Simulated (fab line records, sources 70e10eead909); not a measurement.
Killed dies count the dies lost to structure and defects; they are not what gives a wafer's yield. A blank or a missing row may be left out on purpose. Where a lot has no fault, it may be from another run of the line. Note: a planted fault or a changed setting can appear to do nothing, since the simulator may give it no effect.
Which tool was responsible? -- flow nand-harc -- 12 lots with 34 wafers sampled at 5 steps, on a route of 1159 steps

== WHAT THE GAUGES SHOWED, per wafer ==
NHARC_END_SORT_01. Usual: killed-at-array 24, standard deviation 7.4; killed-at-other 0.5, standard deviation 0.81; killed-at-periphery 3.4, standard deviation 2.3; killed-dies 28, standard deviation 8; killed-open 3.4, standard deviation 1.8; killed-short 2.0, standard deviation 1.4.
lot,measured,on,killed-at-array,killed-at-other,killed-at-periphery,killed-dies,killed-open,killed-short,flag
L747,day 23 13:28,prober-01,642 663,1 0,2 2,645 665,3 1,1 1,OFF
L749,day 23 19:01,prober-02,34 28 652,0 0 0,9 6 7,43 34 659,3 4 3,2 3 0,OFF
L748,day 24 03:47,prober-02,15 662,1 0,6 6,22 668,2 3,2 1,OFF

== TOOL THAT RAN EACH LOT (tool first, then ch and the chambers of the sampled wafers, then the start) ==
lot,NHARC_A_STAIRCASE_ETCH_225,NHARC_A_STAIRCASE_TRIM_233,NHARC_A_STAIRCASE_DESCUM_291,NHARC_A_STAIRCASE_HM_OPEN_460
L730,"rie-diel-10 ch 2,3, day 11 21:19 or earlier","rie-diel-10 ch 0,1, day 11 21:19 or earlier","rie-diel-01 ch 1,2,3, day 11 21:19","rie-diel-01 ch 0,3, day 11 21:31"
L732,"rie-diel-10 ch 0,1,2, day 12 03:46 or earlier","rie-diel-10 ch 0,1, day 12 03:46 or earlier","rie-diel-10 ch 0,1,2, day 12 03:46","rie-diel-10 ch 1,2,3, day 12 04:09"
L733,"rie-diel-12 ch 1,2,3, day 12 11:32 or earlier","rie-diel-10 ch 0,1,3, day 12 11:32 or earlier","rie-diel-01 ch 1,2, day 12 11:32","rie-diel-01 ch 0,1,3, day 12 11:50"
L735,"rie-diel-01 ch 1,3, day 12 12:26 or earlier","rie-diel-01 ch 2,3, day 12 12:26 or earlier","rie-diel-12 ch 0,1, day 12 12:26","rie-diel-12 ch 0,1,3, day 12 12:37"
L734,"rie-diel-12 ch 1,2, day 12 15:19 or earlier","rie-diel-10 ch 0,1,2, day 12 15:19 or earlier","rie-diel-01 ch 1,2,3, day 12 15:19","rie-diel-01 ch 1,2,3, day 12 15:32"
L738,"rie-diel-10 ch 1,2,3, day 13 19:05 or earlier","rie-diel-10 ch 1,3, day 13 19:05 or earlier","rie-diel-10 ch 0,2,3, day 13 19:05","rie-diel-10 ch 0,3, day 13 19:17"
L741,"rie-diel-12 ch 0,1,2, day 14 16:55 or earlier","rie-diel-12 ch 0,1,3, day 14 16:55 or earlier","rie-diel-12 ch 1,2,3, day 14 16:55","rie-diel-12 ch 1,2, day 14 17:07"
L742,"rie-diel-10 ch 0,3, day 14 16:58 or earlier","rie-diel-10 ch 0,1,3, day 14 16:58 or earlier","rie-diel-12 ch 1,3, day 14 16:58","rie-diel-12 ch 0,1,3, day 14 17:19"
L747,"rie-diel-01 ch 1,2, day 15 14:54 or earlier","rie-diel-01 ch 0,1, day 15 14:54 or earlier","rie-diel-01 ch 1,2, day 15 14:54","rie-diel-01 ch 0,1, day 15 15:10"
L749,"rie-diel-10 ch 1,2, day 15 21:59 or earlier","rie-diel-01 ch 1,2,3, day 15 21:59 or earlier","rie-diel-01 ch 0,2,3, day 15 21:59","rie-diel-01 ch 1,2, day 15 22:11"
L748,"rie-diel-10 ch 3, day 15 20:10 or earlier","rie-diel-10 ch 1,2, day 15 20:10 or earlier","rie-diel-01 ch 2,3, day 15 20:10","rie-diel-01 ch 2,3, day 15 20:28"
L753,"rie-diel-10 ch 0,2,3, day 17 14:32 or earlier","rie-diel-12 ch 0,2,3, day 17 14:32 or earlier","rie-diel-10 ch 0,1, day 17 14:32","rie-diel-10 ch 1,2,3, day 17 14:46"
- NHARC_A_STAIRCASE_ETCH_225: etches the open film in C4F8/O2, target depth 100 nm, time 40.5 s.
- NHARC_A_STAIRCASE_TRIM_233: chemistry O2, time 211.2 s.
- NHARC_A_STAIRCASE_DESCUM_291: chemistry O2, time 3 s.
- NHARC_A_STAIRCASE_HM_OPEN_460: chemistry O2/COS.

== WHAT THE TOOLS THEMSELVES READ (means of the sampled wafers that have a number; where no wafer has one, the mark that the record gives instead) ==
NHARC_A_STAIRCASE_ETCH_225. Usual: bias-w 1000.4 W, standard deviation 3; oes-product-au 0.943 a.u., standard deviation 0.0095; rf-vpp-V 894 V, standard deviation 6.1.
lot,tool,bias-w (W),oes-product-au (a.u.),rf-vpp-V (V),flag
L730,rie-diel-10,999.8,0.940,891,
L732,rie-diel-10,998.2,0.931,890,
L733,rie-diel-12,999.8,0.940,898,
L735,rie-diel-01,999.0,0.944,901,
L734,rie-diel-12,1002.8,0.941,892,
L738,rie-diel-10,1001.7,0.957,891,
L741,rie-diel-12,1001.7,0.942,898,
L742,rie-diel-10,1002.1,0.948,893,
L747,rie-diel-01,995.0,0.955,898,
L749,rie-diel-10,1001.9,0.931,889,
L748,rie-diel-10,996.9,0.942,894,
L753,rie-diel-10,998.0,0.941,891,

NHARC_A_STAIRCASE_TRIM_233. Usual: drypump-motor-current-A 5.6 A, standard deviation 0.5; oes-product-au 1.001 a.u., standard deviation 0.0069; rf-vpp-V 57.7 V, standard deviation 0.82; showerhead-plenum-p-Torr 3.49 Torr, standard deviation 0.16; throttle-valve-pct 17.037 %, standard deviation 0.0097.
lot,tool,drypump-motor-current-A (A),oes-product-au (a.u.),rf-vpp-V (V),showerhead-plenum-p-Torr (Torr),throttle-valve-pct (%),flag
L730,rie-diel-10,5.7,1.007,57.8,3.41,17.040,
L732,rie-diel-10,5.7,1.000,58.8,3.41,17.041,
L733,rie-diel-10,5.5,1.008,57.5,3.42,17.034,
L735,rie-diel-01,6.5,1.005,57.6,3.58,17.042,
L734,rie-diel-10,5.6,1.001,56.8,3.37,17.025,
L738,rie-diel-10,5.6,1.001,57.4,3.38,17.028,
L741,rie-diel-12,5.4,0.998,58.6,3.75,17.035,
L742,rie-diel-10,5.5,1.000,57.2,3.41,17.042,
L747,rie-diel-01,6.0,1.007,57.5,3.42,17.038,
L749,rie-diel-01,6.2,1.008,57.8,3.58,17.035,
L748,rie-diel-10,5.5,0.998,57.0,3.33,17.042,
L753,rie-diel-12,5.3,1.003,57.6,3.78,17.035,

NHARC_A_STAIRCASE_DESCUM_291. Usual: drypump-motor-current-A 5.7 A, standard deviation 0.55; oes-product-au 1.001 a.u., standard deviation 0.0063; rf-vpp-V 57.8 V, standard deviation 1; showerhead-plenum-p-Torr 1.91 Torr, standard deviation 0.11; throttle-valve-pct 11.310 %, standard deviation 0.0093.
lot,tool,drypump-motor-current-A (A),oes-product-au (a.u.),rf-vpp-V (V),showerhead-plenum-p-Torr (Torr),throttle-valve-pct (%),flag
L730,rie-diel-01,6.2,1.001,56.9,1.95,11.308,
L732,rie-diel-10,5.6,1.006,57.2,1.82,11.295,
L733,rie-diel-01,6.0,0.994,58.5,1.93,11.310,
L735,rie-diel-12,5.4,0.992,58.1,2.05,11.314,
L734,rie-diel-01,6.2,0.990,58.5,1.95,11.310,
L738,rie-diel-10,5.3,1.001,57.5,1.85,11.317,
L741,rie-diel-12,5.1,1.000,58.3,1.94,11.308,
L742,rie-diel-12,5.3,1.003,58.7,2.04,11.311,
L747,rie-diel-01,6.2,1.007,58.6,1.92,11.302,
L749,rie-diel-01,6.5,0.999,57.8,1.89,11.309,
L748,rie-diel-01,6.4,1.002,58.2,1.95,11.315,
L753,rie-diel-10,5.7,1.004,57.0,1.83,11.308,

NHARC_A_STAIRCASE_HM_OPEN_460. Usual: bias-w 299.9 W, standard deviation 0.87; drypump-motor-current-A 5.7 A, standard deviation 0.55; oes-product-au 1.003 a.u., standard deviation 0.0062; rf-vpp-V 467 V, standard deviation 3.5; showerhead-plenum-p-Torr 3.13 Torr, standard deviation 0.16; throttle-valve-pct 28.329 %, standard deviation 0.0094.
lot,tool,bias-w (W),drypump-motor-current-A (A),oes-product-au (a.u.),rf-vpp-V (V),showerhead-plenum-p-Torr (Torr),throttle-valve-pct (%),flag
L730,rie-diel-01,300.6,6.3,0.999,467,3.15,28.326,
L732,rie-diel-10,300.9,5.4,0.998,464,3.00,28.327,
L733,rie-diel-01,300.4,6.1,1.003,467,3.11,28.329,
L735,rie-diel-12,299.8,5.4,1.007,471,3.33,28.322,
L734,rie-diel-01,300.4,6.2,1.002,468,3.18,28.330,
L738,rie-diel-10,300.2,5.4,0.999,465,3.05,28.327,
L741,rie-diel-12,299.8,5.1,1.006,467,3.14,28.334,
L742,rie-diel-12,300.5,5.4,0.996,472,3.32,28.326,
L747,rie-diel-01,300.1,6.1,0.931,465,3.02,28.330,OFF
L749,rie-diel-01,299.2,6.3,0.983,468,3.12,28.327,OFF
L748,rie-diel-01,299.6,6.4,0.972,468,3.18,28.335,OFF
L753,rie-diel-10,300.2,5.4,0.996,464,2.98,28.334,

== THE ANSWER, worked out from the rows above alone ==
Rule: a lot counts as off when the mean over its wafers that have a number is more than 3 standard deviations away from the usual mean. A lot without any number at a reading at which 4 lots or more have one is off too. The other lots that the step has rows for count as sound. The gauges are gone through in route order, then the tools' own readings, and for those a lot's mean is taken as printed above. At the first step where some lot is off, the reading lying furthest off is the one used; lots without a number count as furthest.
Off, at NHARC_END_SORT_01 on killed-at-array: L747, L749, L748. Neither off nor sound, because the step has no rows for them: L730, L732, L733, L735, L734, L738, L741, L742, L753.
A tool fits if, at a process step before that reading, it ran every lot that is off, and no sound lot after the first of them. Not tried: the gauges at NHARC_END_SORT_01; whatever is off there is also off at NHARC_A_STAIRCASE_HM_OPEN_460, on other tools, and gauge error can't account for it. NHARC_A_STAIRCASE_ETCH_225 gives no start for some lots, so the hours and the order of its lots are those of NHARC_A_STAIRCASE_DESCUM_291. NHARC_A_STAIRCASE_TRIM_233 gives no start for some lots, so the hours and the order of its lots are those of NHARC_A_STAIRCASE_DESCUM_291. One fits: rie-diel-01 at NHARC_A_STAIRCASE_DESCUM_291 and NHARC_A_STAIRCASE_HM_OPEN_460. It ran no sound lot before its first lot that is off in this sample, so the start can't be narrowed down.

== WHAT THE SIMULATOR HAD INSERTED ==
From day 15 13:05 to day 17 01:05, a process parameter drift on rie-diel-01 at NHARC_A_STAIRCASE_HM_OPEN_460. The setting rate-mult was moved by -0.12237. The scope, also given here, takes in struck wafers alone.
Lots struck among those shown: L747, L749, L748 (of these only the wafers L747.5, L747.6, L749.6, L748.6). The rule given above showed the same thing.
